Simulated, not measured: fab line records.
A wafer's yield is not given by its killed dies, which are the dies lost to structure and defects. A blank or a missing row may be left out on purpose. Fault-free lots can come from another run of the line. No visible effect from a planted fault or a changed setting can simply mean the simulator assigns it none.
Chamber matching + flow nand_harc + NHARC_P_M0_PRE_CLEAN_31 on pecvd-03 has 3 sister chambers
The step time 12 s. 6 wafers are shown with their chamber, then 11 later ones without.

## WAFERS WITH THEIR CHAMBER
| wafer  | chamber | heater_power_w (W) |
|--------|---------|--------------------|
| L085.5 | 0       | 601                |
| L086.5 | 1       | 656                |
| L088.2 | 2       | 636                |
| L088.4 | 1       | 600                |
| L088.5 | 0       | 688                |
| L090.1 | 2       | 737                |

## WAFERS WITH NO CHAMBER GIVEN
| wafer  | heater_power_w (W) |
|--------|--------------------|
| L090.3 | 593                |
| L090.5 | 753                |
| L090.2 | 689                |
| L090.4 | 681                |
| L090.6 | 595                |
| L092.1 | 682                |
| L092.4 | 577                |
| L092.6 | 689                |
| L096.1 | 695                |
| L096.2 | 730                |
| L096.3 | 696                |

## WHICH CHAMBER EACH ONE RAN IN
| wafer  | from the rows above          | in truth |
|--------|------------------------------|----------|
| L090.3 | can't be placed: 1 or 0 or 2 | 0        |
| L090.5 | can't be placed: 2 or 0 or 1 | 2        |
| L090.2 | can't be placed: 2 or 0 or 1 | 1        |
| L090.4 | can't be placed: 2 or 0 or 1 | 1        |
| L090.6 | can't be placed: 1 or 0 or 2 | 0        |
| L092.1 | can't be placed: 2 or 0 or 1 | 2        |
| L092.4 | can't be placed: 1 or 0 or 2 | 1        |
| L092.6 | can't be placed: 2 or 0 or 1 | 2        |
| L096.1 | can't be placed: 2 or 0 or 1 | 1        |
| L096.2 | can't be placed: 2 or 0 or 1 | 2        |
| L096.3 | can't be placed: 2 or 0 or 1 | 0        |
Correct placement for 0 of the 11. Can't be placed from these rows: 11 (the true chamber is among the candidates in 11). Placed wrongly: 0.
How it was worked out, from the rows above alone: a wafer's distance from a chamber is the root of the sum, over the readings, of the square of ((its reading less the chamber's mean) divided by the reading's scatter). If the next closest chamber is less than 2 further off than the closest, the wafer can't be placed; otherwise it belongs to the closest. A chamber's mean is the mean of its shown wafers. How the scatter is found: for the shown wafers, subtract from each reading the mean of its chamber, square and add these, divide the total by (wafers less chambers), then take the root.
